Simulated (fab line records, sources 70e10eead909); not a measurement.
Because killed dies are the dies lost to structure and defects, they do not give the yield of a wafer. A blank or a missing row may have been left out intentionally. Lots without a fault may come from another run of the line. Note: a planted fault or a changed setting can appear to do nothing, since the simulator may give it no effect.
Which of the tools did it? | flow nandHarc | 6 lots (17 wafers sampled), 1 step of a 1159-step route

## WHAT THE GAUGES READ, wafer by wafer
NHARC_A_M0_CD_MEAS_09: target cd 80 nm.
lot  | measured     | on       | cdNm (nm)
L539 | day 18 18:13 | cdSem-02 | 80.4 80.6 80.7
L540 | day 19 03:41 | cdSem-02 | 80.0 80.6 80.0
L550 | day 20 17:28 | cdSem-01 | 79.8 80.4
L554 | day 22 11:01 | cdSem-01 | 79.4 78.4 79.7
L556 | day 22 16:53 | cdSem-02 | 80.1 80.8 79.7
L559 | day 23 15:19 | cdSem-02 | 80.1 79.8 79.6

## TOOL THAT RAN EACH LOT (tool first, then ch and the chambers of the sampled wafers, then the start)
No process step before these readings appears in the record.

## THE ANSWER, worked out from the rows above alone
Rule: the usual values come from the lots themselves. The widest of any qualifying gaps counts: lots, ordered by their means at a reading, are off when they make up no more than a third of the lots, leave a main group of 4 or more, and stand apart from it by 3 or more times the standard deviation of that group's means. The tables above print the reading to a certain number of digits; a main group whose means all agree to those digits is not used. A lot without any number at a reading at which 4 lots or more have one is off too. Where the step has rows for the other lots, those lots are counted as sound.
Nothing can be told from this: no lot is off at any reading shown.

## WHAT THE SIMULATOR HAD INSERTED
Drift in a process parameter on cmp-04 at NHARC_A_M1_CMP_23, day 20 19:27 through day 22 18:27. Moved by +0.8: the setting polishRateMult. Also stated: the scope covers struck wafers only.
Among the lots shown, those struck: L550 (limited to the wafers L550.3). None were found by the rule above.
